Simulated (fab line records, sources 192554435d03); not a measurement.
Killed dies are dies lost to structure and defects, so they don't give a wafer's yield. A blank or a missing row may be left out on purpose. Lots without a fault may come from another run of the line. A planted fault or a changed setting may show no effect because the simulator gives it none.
Chamber matching | flow n5_finfet | N5_SDB_HM_DEP_00 on pecvd-03: 3 sister chambers
The step deposits SiNx from SiH4/NH3/N2, target thk 40 nm, time 35.3 s. 6 wafers are shown with their chamber, then 11 later ones without.

WAFERS WITH THEIR CHAMBER
wafer  | chamber | throttle_valve_pct (%) | showerhead_plenum_p_Torr (Torr)
L077.2 | 1       | 41.7                   | 5.25
L085.6 | 1       | 41.5                   | 5.27
L089.3 | 2       | 38.9                   | 5.07
L089.4 | 0       | 38.0                   | 5.16
L089.5 | 2       | 38.7                   | 5.09
L090.3 | 0       | 38.0                   | 5.17

WAFERS WITHOUT THEIR CHAMBER
wafer  | throttle_valve_pct (%) | showerhead_plenum_p_Torr (Torr)
L090.4 | 38.7                   | 5.08
L090.6 | 41.7                   | 5.26
L092.1 | 38.8                   | 5.08
L092.4 | 41.4                   | 5.26
L092.6 | 38.1                   | 5.16
L091.2 | 38.3                   | 5.15
L091.4 | 38.7                   | 5.07
L091.5 | 41.4                   | 5.25
L094.2 | 38.6                   | 5.07
L094.3 | 41.4                   | 5.24
L094.6 | 38.3                   | 5.16

WHICH CHAMBER EACH WENT THROUGH
wafer  | from the rows above | in truth
L090.4 | 2                   | 2
L090.6 | 1                   | 1
L092.1 | 2                   | 2
L092.4 | 1                   | 1
L092.6 | 0                   | 0
L091.2 | 0                   | 0
L091.4 | 2                   | 2
L091.5 | 1                   | 1
L094.2 | 2                   | 2
L094.3 | 1                   | 1
L094.6 | 0                   | 0
Placed correctly: 11 of 11. Can't be placed from these rows: 0. Placed wrongly: 0.
How it was worked out, from the rows above alone: a wafer's distance from a chamber is the root of the sum, over the readings, of the square of ((its reading less the chamber's mean) divided by the reading's scatter). The wafer belongs to the nearest chamber; if the next one is less than 2 further off, it can't be placed. A chamber's mean is the mean of its shown wafers. The scatter: the root of (the sum of the squares of (reading less its chamber's mean) over the shown wafers, divided by (wafers less chambers)).
